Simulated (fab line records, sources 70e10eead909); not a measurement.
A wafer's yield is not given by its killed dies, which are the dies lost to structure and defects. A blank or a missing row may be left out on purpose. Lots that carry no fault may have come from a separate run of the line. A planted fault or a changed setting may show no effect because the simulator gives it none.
A sampling plan put to the test :: flow nand_harc :: 39 faults told of in these records, all on one fab line, each judged by the records of the lots it struck
What counts as the plan is the set of the line's own looks, namely the steps on the route at which a gauge or an inspection reads a wafer and does not change it. A look can be judged if struck wafers have a number there and the file gives its usual mean and standard deviation on fault-free wafers. Caught: the struck wafers' mean, at a look after the fault's first step, is 4 or more of those standard deviations (sigma) away from the usual mean. On the tool: here the same test is run on the tool's own readings at the fault's steps. Caught also covers a different recipe on the struck wafers, or a record left blank for those wafers only.

== THE FAULTS, as the simulator had put them in ==
1. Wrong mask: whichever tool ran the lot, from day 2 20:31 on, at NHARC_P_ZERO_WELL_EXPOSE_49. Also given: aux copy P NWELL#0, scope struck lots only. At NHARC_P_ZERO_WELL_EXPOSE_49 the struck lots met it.
2. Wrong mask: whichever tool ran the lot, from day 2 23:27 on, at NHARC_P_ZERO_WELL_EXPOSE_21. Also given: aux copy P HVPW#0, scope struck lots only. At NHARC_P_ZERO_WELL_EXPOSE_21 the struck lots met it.
3. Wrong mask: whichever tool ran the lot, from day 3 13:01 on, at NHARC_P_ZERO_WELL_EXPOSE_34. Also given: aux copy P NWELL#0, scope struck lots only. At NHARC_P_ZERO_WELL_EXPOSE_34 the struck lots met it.
4. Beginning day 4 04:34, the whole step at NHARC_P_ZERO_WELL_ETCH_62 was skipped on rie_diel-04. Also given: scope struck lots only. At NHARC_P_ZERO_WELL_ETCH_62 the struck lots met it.
5. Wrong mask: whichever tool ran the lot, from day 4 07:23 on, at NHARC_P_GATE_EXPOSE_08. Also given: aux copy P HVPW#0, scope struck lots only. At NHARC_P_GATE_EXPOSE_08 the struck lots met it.
6. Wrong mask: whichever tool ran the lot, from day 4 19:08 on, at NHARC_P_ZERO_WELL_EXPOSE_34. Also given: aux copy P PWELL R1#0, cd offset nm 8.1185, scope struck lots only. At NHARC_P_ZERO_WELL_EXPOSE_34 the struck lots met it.
7. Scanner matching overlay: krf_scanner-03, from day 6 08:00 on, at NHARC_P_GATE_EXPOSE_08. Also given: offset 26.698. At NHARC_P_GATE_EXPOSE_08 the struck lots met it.
8. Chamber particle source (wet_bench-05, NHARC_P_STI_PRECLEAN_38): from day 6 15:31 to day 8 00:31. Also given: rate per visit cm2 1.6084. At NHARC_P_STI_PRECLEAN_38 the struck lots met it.
9. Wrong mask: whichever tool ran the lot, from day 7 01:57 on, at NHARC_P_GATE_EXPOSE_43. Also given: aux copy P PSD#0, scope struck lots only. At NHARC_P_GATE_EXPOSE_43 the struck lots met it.
10. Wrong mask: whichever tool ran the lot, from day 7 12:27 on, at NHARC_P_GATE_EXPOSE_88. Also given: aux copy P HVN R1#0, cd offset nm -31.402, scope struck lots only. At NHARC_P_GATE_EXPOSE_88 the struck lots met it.
11. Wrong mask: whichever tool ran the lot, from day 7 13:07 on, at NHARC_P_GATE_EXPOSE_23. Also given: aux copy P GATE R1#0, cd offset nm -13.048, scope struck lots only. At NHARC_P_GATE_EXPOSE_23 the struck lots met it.
12. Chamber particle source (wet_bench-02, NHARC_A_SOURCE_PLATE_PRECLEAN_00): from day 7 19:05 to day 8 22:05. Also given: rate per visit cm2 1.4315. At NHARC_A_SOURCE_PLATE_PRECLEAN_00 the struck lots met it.
13. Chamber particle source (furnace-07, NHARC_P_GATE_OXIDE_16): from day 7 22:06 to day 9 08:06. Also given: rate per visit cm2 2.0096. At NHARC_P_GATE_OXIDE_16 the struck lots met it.
14. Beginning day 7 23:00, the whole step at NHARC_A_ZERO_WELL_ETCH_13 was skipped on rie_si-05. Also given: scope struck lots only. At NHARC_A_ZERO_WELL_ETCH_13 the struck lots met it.
15. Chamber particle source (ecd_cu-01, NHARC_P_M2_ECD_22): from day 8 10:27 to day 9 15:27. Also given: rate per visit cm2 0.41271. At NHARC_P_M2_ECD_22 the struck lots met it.
16. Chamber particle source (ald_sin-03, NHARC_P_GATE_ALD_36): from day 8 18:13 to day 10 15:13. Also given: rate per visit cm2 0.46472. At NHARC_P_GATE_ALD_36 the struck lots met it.
17. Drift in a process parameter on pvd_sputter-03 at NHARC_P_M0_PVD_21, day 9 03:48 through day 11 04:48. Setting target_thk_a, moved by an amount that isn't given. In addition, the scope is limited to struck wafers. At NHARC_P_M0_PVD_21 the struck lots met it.
18. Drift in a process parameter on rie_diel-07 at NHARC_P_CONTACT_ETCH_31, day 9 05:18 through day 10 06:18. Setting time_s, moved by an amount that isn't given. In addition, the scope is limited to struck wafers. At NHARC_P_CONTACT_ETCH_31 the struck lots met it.
19. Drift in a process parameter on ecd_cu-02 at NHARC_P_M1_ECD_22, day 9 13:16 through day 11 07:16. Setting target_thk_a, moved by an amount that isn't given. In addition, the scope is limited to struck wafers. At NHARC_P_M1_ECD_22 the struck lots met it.
20. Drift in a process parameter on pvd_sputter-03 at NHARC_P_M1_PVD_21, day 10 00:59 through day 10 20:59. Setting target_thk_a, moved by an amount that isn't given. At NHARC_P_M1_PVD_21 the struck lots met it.
21. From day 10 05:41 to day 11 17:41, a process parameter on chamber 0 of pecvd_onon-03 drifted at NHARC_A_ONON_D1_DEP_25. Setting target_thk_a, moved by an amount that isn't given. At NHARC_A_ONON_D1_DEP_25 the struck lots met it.
22. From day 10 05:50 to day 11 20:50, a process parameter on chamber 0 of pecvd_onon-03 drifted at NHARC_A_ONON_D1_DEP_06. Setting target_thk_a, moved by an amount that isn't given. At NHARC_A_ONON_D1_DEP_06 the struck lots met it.
23. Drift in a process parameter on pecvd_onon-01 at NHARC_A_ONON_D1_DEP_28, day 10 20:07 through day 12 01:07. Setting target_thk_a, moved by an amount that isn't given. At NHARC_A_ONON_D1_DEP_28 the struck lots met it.
24. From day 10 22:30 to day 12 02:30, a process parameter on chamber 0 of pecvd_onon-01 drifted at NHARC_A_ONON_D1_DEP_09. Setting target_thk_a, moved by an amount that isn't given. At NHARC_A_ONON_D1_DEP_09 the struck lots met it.
25. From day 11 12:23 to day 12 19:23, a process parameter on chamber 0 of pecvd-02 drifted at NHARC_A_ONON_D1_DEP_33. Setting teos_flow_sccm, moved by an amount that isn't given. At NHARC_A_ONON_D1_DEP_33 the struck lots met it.
26. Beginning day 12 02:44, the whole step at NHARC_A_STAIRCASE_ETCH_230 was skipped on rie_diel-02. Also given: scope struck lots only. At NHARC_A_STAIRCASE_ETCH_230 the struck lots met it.
27. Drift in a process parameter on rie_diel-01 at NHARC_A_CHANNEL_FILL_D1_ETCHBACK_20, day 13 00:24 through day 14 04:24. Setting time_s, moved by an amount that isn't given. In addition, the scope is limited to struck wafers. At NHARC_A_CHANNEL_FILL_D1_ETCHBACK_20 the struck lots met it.
28. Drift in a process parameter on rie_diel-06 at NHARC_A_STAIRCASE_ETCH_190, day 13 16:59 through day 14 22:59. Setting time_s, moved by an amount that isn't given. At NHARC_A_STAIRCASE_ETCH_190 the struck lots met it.
29. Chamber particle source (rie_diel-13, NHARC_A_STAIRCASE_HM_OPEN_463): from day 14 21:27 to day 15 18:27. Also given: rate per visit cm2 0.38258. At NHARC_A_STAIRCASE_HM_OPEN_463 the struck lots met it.
30. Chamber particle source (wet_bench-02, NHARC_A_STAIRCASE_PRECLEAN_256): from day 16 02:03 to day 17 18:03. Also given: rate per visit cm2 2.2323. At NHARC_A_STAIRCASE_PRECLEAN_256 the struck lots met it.
31. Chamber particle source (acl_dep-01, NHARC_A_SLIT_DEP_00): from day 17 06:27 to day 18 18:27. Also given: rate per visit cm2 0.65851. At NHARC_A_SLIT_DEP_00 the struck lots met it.
32. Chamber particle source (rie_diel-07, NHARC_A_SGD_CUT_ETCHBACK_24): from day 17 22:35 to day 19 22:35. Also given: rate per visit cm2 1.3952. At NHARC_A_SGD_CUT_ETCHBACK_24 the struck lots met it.
33. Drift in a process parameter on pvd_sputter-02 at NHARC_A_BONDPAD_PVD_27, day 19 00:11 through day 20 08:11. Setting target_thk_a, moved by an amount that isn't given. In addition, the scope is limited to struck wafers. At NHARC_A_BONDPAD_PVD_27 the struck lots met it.
34. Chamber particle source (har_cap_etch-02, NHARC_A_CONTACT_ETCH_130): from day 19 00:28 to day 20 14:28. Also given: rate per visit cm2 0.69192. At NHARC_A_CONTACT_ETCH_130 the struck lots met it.
35. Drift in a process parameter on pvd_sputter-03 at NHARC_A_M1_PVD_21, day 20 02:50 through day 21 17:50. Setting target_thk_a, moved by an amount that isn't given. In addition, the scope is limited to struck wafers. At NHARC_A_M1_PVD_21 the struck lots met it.
36. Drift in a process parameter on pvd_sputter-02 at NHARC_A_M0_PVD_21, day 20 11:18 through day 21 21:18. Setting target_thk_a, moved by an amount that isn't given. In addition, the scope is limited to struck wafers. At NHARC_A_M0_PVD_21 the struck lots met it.
37. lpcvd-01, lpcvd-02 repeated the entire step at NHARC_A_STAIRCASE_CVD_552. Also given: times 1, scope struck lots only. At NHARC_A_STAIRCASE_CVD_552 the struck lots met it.
38. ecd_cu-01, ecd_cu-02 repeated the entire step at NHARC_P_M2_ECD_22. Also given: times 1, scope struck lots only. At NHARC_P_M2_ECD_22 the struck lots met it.
39. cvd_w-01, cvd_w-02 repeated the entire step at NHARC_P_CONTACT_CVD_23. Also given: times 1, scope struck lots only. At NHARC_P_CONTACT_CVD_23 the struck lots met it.

== WHAT THE PLAN SAW ==
fault: 1
on the tool itself: no reading that can be judged
first look that catches it: NHARC_END_SORT_01
reading, sigma: killed_at_periphery +99 or beyond
median hours from its first step to that look: 434.1
hours from the fault's start to the first struck lot there: 436
judged looks passed uncaught: 0

fault: 2
on the tool itself: no reading that can be judged
first look that catches it: NHARC_END_SORT_01
reading, sigma: killed_at_periphery +99 or beyond
median hours from its first step to that look: 424.6
hours from the fault's start to the first struck lot there: 425
judged looks passed uncaught: 0

fault: 3
on the tool itself: no reading that can be judged
first look that catches it: NHARC_END_SORT_01
reading, sigma: killed_at_periphery +99 or beyond
median hours from its first step to that look: 426.7
hours from the fault's start to the first struck lot there: 429
judged looks passed uncaught: 0

fault: 4
on the tool itself: the tool's record is blank for the struck wafers
first look that catches it: NHARC_END_SORT_01
reading, sigma: killed_at_periphery +99 or beyond
median hours from its first step to that look: 444.5
hours from the fault's start to the first struck lot there: 448
judged looks passed uncaught: 0

fault: 5
on the tool itself: no reading that can be judged
first look that catches it: NHARC_END_SORT_01
reading, sigma: killed_at_periphery +99 or beyond
median hours from its first step to that look: 370.4
hours from the fault's start to the first struck lot there: 370
judged looks passed uncaught: 1

fault: 6
on the tool itself: no reading that can be judged
first look that catches it: NHARC_P_ZERO_WELL_CD_MEAS_37
reading, sigma: cd_nm +5.2
median hours from its first step to that look: 0.1
hours from the fault's start to the first struck lot there: 3
judged looks passed uncaught: 0

fault: 7
on the tool itself: no reading that can be judged
first look that catches it: not the one look that can be judged after it
reading, sigma: -
median hours from its first step to that look: -
hours from the fault's start to the first struck lot there: -
judged looks passed uncaught: 1

fault: 8
on the tool itself: no reading that can be judged
first look that catches it: NHARC_P_STI_INSPECT_25
reading, sigma: raw_defect_count +8.9
median hours from its first step to that look: 7.0
hours from the fault's start to the first struck lot there: 8
judged looks passed uncaught: 0

fault: 9
on the tool itself: under 2 sigma
first look that catches it: NHARC_END_SORT_01
reading, sigma: killed_at_periphery +99 or beyond
median hours from its first step to that look: 346.7
hours from the fault's start to the first struck lot there: 353
judged looks passed uncaught: 0

fault: 10
on the tool itself: no reading that can be judged
first look that catches it: NHARC_P_GATE_CD_MEAS_91
reading, sigma: cd_nm -15
median hours from its first step to that look: 0.2
hours from the fault's start to the first struck lot there: 0
judged looks passed uncaught: 0

fault: 11
on the tool itself: no reading that can be judged
first look that catches it: NHARC_P_GATE_CD_MEAS_26
reading, sigma: cd_nm -21
median hours from its first step to that look: 0.1
hours from the fault's start to the first struck lot there: 8
judged looks passed uncaught: 0

fault: 12
on the tool itself: no reading that can be judged
first look that catches it: NHARC_A_SOURCE_PLATE_INSPECT_08
reading, sigma: raw_defect_count +36
median hours from its first step to that look: 22.3
hours from the fault's start to the first struck lot there: 30
judged looks passed uncaught: 0

fault: 13
on the tool itself: no reading that can be judged
first look that catches it: NHARC_P_GATE_INSPECT_28
reading, sigma: raw_defect_count +99 or beyond
median hours from its first step to that look: 12.9
hours from the fault's start to the first struck lot there: 23
judged looks passed uncaught: 0

fault: 14
on the tool itself: the tool's record is blank for the struck wafers
first look that catches it: NHARC_END_SORT_01
reading, sigma: killed_at_array +58
median hours from its first step to that look: 312.6
hours from the fault's start to the first struck lot there: 306
judged looks passed uncaught: 0

fault: 15
on the tool itself: no reading that can be judged
first look that catches it: NHARC_END_SORT_01
reading, sigma: killed_at_periphery +86
median hours from its first step to that look: 317.1
hours from the fault's start to the first struck lot there: 312
judged looks passed uncaught: 0

fault: 16
on the tool itself: under 2 sigma
first look that catches it: NHARC_END_SORT_01
reading, sigma: killed_at_periphery +27
median hours from its first step to that look: 338.9
hours from the fault's start to the first struck lot there: 333
judged looks passed uncaught: 1

fault: 17
on the tool itself: under 2 sigma
first look that catches it: NHARC_END_SORT_01
reading, sigma: killed_at_periphery +99 or beyond
median hours from its first step to that look: 320.7
hours from the fault's start to the first struck lot there: 312
judged looks passed uncaught: 0

fault: 18
on the tool itself: run_length_s -99 or beyond sigma
first look that catches it: NHARC_END_SORT_01
reading, sigma: killed_at_periphery +43
median hours from its first step to that look: 320.6
hours from the fault's start to the first struck lot there: 322
judged looks passed uncaught: 0

fault: 19
on the tool itself: no reading that can be judged
first look that catches it: not the one look that can be judged after it
reading, sigma: -
median hours from its first step to that look: -
hours from the fault's start to the first struck lot there: -
judged looks passed uncaught: 1

fault: 20
on the tool itself: under 2 sigma
first look that catches it: NHARC_END_SORT_01
reading, sigma: killed_at_periphery +99 or beyond
median hours from its first step to that look: 318.8
hours from the fault's start to the first struck lot there: 318
judged looks passed uncaught: 0

fault: 21
on the tool itself: under 2 sigma
first look that catches it: NHARC_A_ONON_D1_THK_MEAS_27
reading, sigma: thk_nm -34
median hours from its first step to that look: 0.4
hours from the fault's start to the first struck lot there: 3
judged looks passed uncaught: 0

fault: 22
on the tool itself: no reading that can be judged
first look that catches it: NHARC_A_ONON_D1_THK_MEAS_08
reading, sigma: thk_nm -29
median hours from its first step to that look: 0.4
hours from the fault's start to the first struck lot there: 13
judged looks passed uncaught: 0

fault: 23
on the tool itself: no reading that can be judged
first look that catches it: NHARC_A_ONON_D1_THK_MEAS_30
reading, sigma: thk_nm -18
median hours from its first step to that look: 0.4
hours from the fault's start to the first struck lot there: 11
judged looks passed uncaught: 0

fault: 24
on the tool itself: under 2 sigma
first look that catches it: NHARC_A_ONON_D1_THK_MEAS_11
reading, sigma: thk_nm -38
median hours from its first step to that look: 0.4
hours from the fault's start to the first struck lot there: 4
judged looks passed uncaught: 0

fault: 25
on the tool itself: mfc_precursor_sccm +99 or beyond sigma
first look that catches it: NHARC_A_ONON_D1_THK_MEAS_34
reading, sigma: thk_nm +25
median hours from its first step to that look: 0.3
hours from the fault's start to the first struck lot there: 5
judged looks passed uncaught: 0

fault: 26
on the tool itself: the tool's record is blank for the struck wafers
first look that catches it: NHARC_END_SORT_01
reading, sigma: killed_at_array +58
median hours from its first step to that look: 201.5
hours from the fault's start to the first struck lot there: 206
judged looks passed uncaught: 0

fault: 27
on the tool itself: run_length_s -17 sigma
first look that catches it: NHARC_END_SORT_01
reading, sigma: killed_at_array +58
median hours from its first step to that look: 234.6
hours from the fault's start to the first struck lot there: 233
judged looks passed uncaught: 0

fault: 28
on the tool itself: run_length_s -25 sigma
first look that catches it: NHARC_END_SORT_01
reading, sigma: killed_at_array +18
median hours from its first step to that look: 199.3
hours from the fault's start to the first struck lot there: 202
judged looks passed uncaught: 0

fault: 29
on the tool itself: under 2 sigma
first look that catches it: NHARC_END_SORT_01
reading, sigma: killed_at_array +5.6
median hours from its first step to that look: 203.6
hours from the fault's start to the first struck lot there: 202
judged looks passed uncaught: 1

fault: 30
on the tool itself: no reading that can be judged
first look that catches it: NHARC_END_SORT_01
reading, sigma: killed_at_array +8.4
median hours from its first step to that look: 184.7
hours from the fault's start to the first struck lot there: 201
judged looks passed uncaught: 0

fault: 31
on the tool itself: under 2 sigma
first look that catches it: NHARC_A_SLIT_INSPECT_11
reading, sigma: raw_defect_count +44
median hours from its first step to that look: 2.6
hours from the fault's start to the first struck lot there: 8
judged looks passed uncaught: 0

fault: 32
on the tool itself: under 2 sigma
first look that catches it: NHARC_A_SGD_CUT_INSPECT_25
reading, sigma: raw_defect_count +8.9
median hours from its first step to that look: 0.3
hours from the fault's start to the first struck lot there: 12
judged looks passed uncaught: 0

fault: 33
on the tool itself: under 2 sigma
first look that catches it: NHARC_END_SORT_01
reading, sigma: sort_bin_2_pct +99 or beyond
median hours from its first step to that look: 40.3
hours from the fault's start to the first struck lot there: 51
judged looks passed uncaught: 0

fault: 34
on the tool itself: under 2 sigma
first look that catches it: NHARC_END_SORT_01
reading, sigma: killed_at_array +6.1
median hours from its first step to that look: 82.5
hours from the fault's start to the first struck lot there: 87
judged looks passed uncaught: 1

fault: 35
on the tool itself: under 2 sigma
first look that catches it: NHARC_END_SORT_01
reading, sigma: sort_bin_2_pct +99 or beyond
median hours from its first step to that look: 39.7
hours from the fault's start to the first struck lot there: 60
judged looks passed uncaught: 0

fault: 36
on the tool itself: under 2 sigma
first look that catches it: NHARC_END_SORT_01
reading, sigma: sort_bin_2_pct +99 or beyond
median hours from its first step to that look: 44.8
hours from the fault's start to the first struck lot there: 60
judged looks passed uncaught: 0

fault: 37
on the tool itself: under 2 sigma
first look that catches it: NHARC_END_SORT_01
reading, sigma: killed_at_array +58
median hours from its first step to that look: 205.8
hours from the fault's start to the first struck lot there: -
judged looks passed uncaught: 0

fault: 38
on the tool itself: no reading that can be judged
first look that catches it: not the one look that can be judged after it
reading, sigma: -
median hours from its first step to that look: -
hours from the fault's start to the first struck lot there: -
judged looks passed uncaught: 1

fault: 39
on the tool itself: under 2 sigma
first look that catches it: not the one look that can be judged after it
reading, sigma: -
median hours from its first step to that look: -
hours from the fault's start to the first struck lot there: -
judged looks passed uncaught: 1
Dash: fault not caught, or number not given in these records.

Caught at a look: 35 of 39. Caught on the tool: 7 of 39. By one or the other: 35 of 39.
Caught at a look alone: faults 1, 2, 3, 5, 6, 8, 9, 10, 11, 12, 13, 15, 16, 17, 20, 21, 22, 23, 24, 29, 30, 31, 32, 33, 34, 35, 36, 37.
Caught by neither: faults 7, 19, 38, 39.

== THINNER SAMPLING ==
Were the look that catches a fault to measure just every second or every third lot (counted by lot number), the first struck lot would, at worst, be measured this late:
fault: 1
struck lots at that look, in order of time: L978
every lot: 436 h
every second lot: may miss it
every third lot: may miss it

fault: 2
struck lots at that look, in order of time: L753
every lot: 425 h
every second lot: may miss it
every third lot: may miss it

fault: 3
struck lots at that look, in order of time: L171
every lot: 429 h
every second lot: may miss it
every third lot: may miss it

fault: 4
struck lots at that look, in order of time: L718, L717
every lot: 448 h
every second lot: 450 h
every third lot: may miss all 2

fault: 5
struck lots at that look, in order of time: L872
every lot: 370 h
every second lot: may miss it
every third lot: may miss it

fault: 6
struck lots at that look, in order of time: L208
every lot: 3 h
every second lot: may miss it
every third lot: may miss it

fault: 8
struck lots at that look, in order of time: L221, L225
every lot: 8 h
every second lot: may miss all 2
every third lot: may miss all 2

fault: 9
struck lots at that look, in order of time: L108
every lot: 353 h
every second lot: may miss it
every third lot: may miss it

fault: 10
struck lots at that look, in order of time: L133
every lot: 0 h
every second lot: may miss it
every third lot: may miss it

fault: 11
struck lots at that look, in order of time: L463
every lot: 8 h
every second lot: may miss it
every third lot: may miss it

fault: 12
struck lots at that look, in order of time: L203, L202
every lot: 30 h
every second lot: 30 h
every third lot: may miss all 2

fault: 13
struck lots at that look, in order of time: L874, L876, L875
every lot: 23 h
every second lot: 24 h
every third lot: 24 h

fault: 14
struck lots at that look, in order of time: L217, L218, L220
every lot: 306 h
every second lot: 314 h
every third lot: may miss all 3

fault: 15
struck lots at that look, in order of time: L115, L116, L117
every lot: 312 h
every second lot: 320 h
every third lot: 322 h

fault: 16
struck lots at that look, in order of time: L120, L123
every lot: 333 h
every second lot: 349 h
every third lot: may miss all 2

fault: 17
struck lots at that look, in order of time: L162, L160
every lot: 312 h
every second lot: may miss all 2
every third lot: may miss all 2

fault: 18
struck lots at that look, in order of time: L566, L567
every lot: 322 h
every second lot: 353 h
every third lot: may miss all 2

fault: 20
struck lots at that look, in order of time: L242, L241
every lot: 318 h
every second lot: 331 h
every third lot: may miss all 2

fault: 21
struck lots at that look, in order of time: L940, L944
every lot: 3 h
every second lot: may miss all 2
every third lot: may miss all 2

fault: 22
struck lots at that look, in order of time: L939, L938, L942
every lot: 13 h
every second lot: 20 h
every third lot: may miss all 3

fault: 23
struck lots at that look, in order of time: L356, L357
every lot: 11 h
every second lot: 21 h
every third lot: may miss all 2

fault: 24
struck lots at that look, in order of time: L220, L225
every lot: 4 h
every second lot: 24 h
every third lot: may miss all 2

fault: 25
struck lots at that look, in order of time: L962, L963
every lot: 5 h
every second lot: 21 h
every third lot: may miss all 2

fault: 26
struck lots at that look, in order of time: L783, L782
every lot: 206 h
every second lot: 213 h
every third lot: may miss all 2

fault: 27
struck lots at that look, in order of time: L389, L392, L391
every lot: 233 h
every second lot: 250 h
every third lot: may miss all 3

fault: 28
struck lots at that look, in order of time: L830, L829
every lot: 202 h
every second lot: 220 h
every third lot: may miss all 2

fault: 29
struck lots at that look, in order of time: L523, L521
every lot: 202 h
every second lot: may miss all 2
every third lot: may miss all 2

fault: 30
struck lots at that look, in order of time: L484, L486
every lot: 201 h
every second lot: may miss all 2
every third lot: may miss all 2

fault: 31
struck lots at that look, in order of time: L278, L282
every lot: 8 h
every second lot: may miss all 2
every third lot: may miss all 2

fault: 32
struck lots at that look, in order of time: L818, L821
every lot: 12 h
every second lot: 34 h
every third lot: may miss all 2

fault: 33
struck lots at that look, in order of time: L823, L826
every lot: 51 h
every second lot: 69 h
every third lot: may miss all 2

fault: 34
struck lots at that look, in order of time: L704, L705
every lot: 87 h
every second lot: 109 h
every third lot: may miss all 2

fault: 35
struck lots at that look, in order of time: L128, L125
every lot: 60 h
every second lot: 68 h
every third lot: may miss all 2

fault: 36
struck lots at that look, in order of time: L823
every lot: 60 h
every second lot: may miss it
every third lot: may miss it
Hours: fault start to first struck lot measured. Since the struck wafers were tested as one group against 4 sigma, a single lot by itself may lie under the limit. Other struck lots may not be in these records.

== THE LONGEST TIMED WAY FROM STEP TO LOOK ==
For fault 4, NHARC_P_ZERO_WELL_ETCH_62 and NHARC_END_SORT_01 are separated by a median of 444.5 hours. No look between them can be judged.
